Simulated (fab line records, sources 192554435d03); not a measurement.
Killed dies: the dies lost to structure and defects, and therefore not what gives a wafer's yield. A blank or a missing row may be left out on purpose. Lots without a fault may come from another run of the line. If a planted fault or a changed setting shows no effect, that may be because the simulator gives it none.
Matching of chambers ; flow n5_finfet ; rie_diel-05 running N5_BEOL_M5_STRIP_36: 3 sister chambers
The step strips in N2/H2. 18 wafers are shown with their chamber, then 9 later ones without.

## WAFERS, EACH WITH ITS CHAMBER
wafer;chamber;drypump_motor_current_A (A);showerhead_plenum_p_Torr (Torr);throttle_valve_pct (%)
L076.2;2;5.3;2.48;23.58
L076.3;0;5.0;2.65;23.30
L076.5;0;5.0;2.65;23.30
L077.1;2;5.3;2.48;23.58
L077.4;3;5.8;2.65;23.22
L077.5;2;5.3;2.48;23.57
L081.1;0;5.0;2.64;23.33
L081.4;3;5.8;2.65;23.23
L081.5;2;5.3;2.48;23.57
L083.1;3;5.8;2.64;23.27
L083.4;0;5.0;2.64;23.34
L083.6;3;5.8;2.64;23.26
L086.1;2;5.3;2.48;23.57
L086.4;3;5.8;2.64;23.26
L086.5;0;5.1;2.64;23.32
L087.4;2;5.3;2.48;23.58
L087.5;0;5.0;2.64;23.33
L087.6;3;5.8;2.64;23.23

SIGNATURES, as means of the wafers listed above
reading;chamber 0;chamber 2;chamber 3;scatter within a chamber
drypump_motor_current_A;5.017;5.300;5.800;0.0236
showerhead_plenum_p_Torr;2.6433;2.4800;2.6433;0.00422
throttle_valve_pct;23.3200;23.5750;23.2450;0.0157
Rule: a wafer lies at a distance from a chamber equal to the root of the sum of squares, over the readings, of (its reading less the chamber's mean, divided by the reading's scatter). The wafer belongs to the nearest chamber; if the next one is less than 2 further off, it can't be placed. How the scatter is found: for the shown wafers, subtract from each reading the mean of its chamber, square and add these, divide the total by (wafers less chambers), then take the root.

## WAFERS WITH NO CHAMBER GIVEN
wafer;drypump_motor_current_A (A);showerhead_plenum_p_Torr (Torr);throttle_valve_pct (%)
L094.2;5.8;2.63;23.27
L094.4;5.3;2.47;23.59
L094.5;5.0;2.63;23.37
L096.2;5.3;2.47;23.62
L096.4;5.8;2.63;23.27
L096.6;5.8;2.63;23.27
L097.1;5.3;2.47;23.62
L097.2;5.0;2.63;23.38
L097.5;5.8;2.63;23.30

## EACH ONE'S CHAMBER
wafer;from the rows above;in truth
L094.2;3;3
L094.4;2;2
L094.5;0;0
L096.2;2;2
L096.4;3;3
L096.6;3;3
L097.1;2;2
L097.2;0;0
L097.5;3;3
Correct placement for 9 of the 9. From these rows, 0 cannot be placed. Wrongly placed: 0.
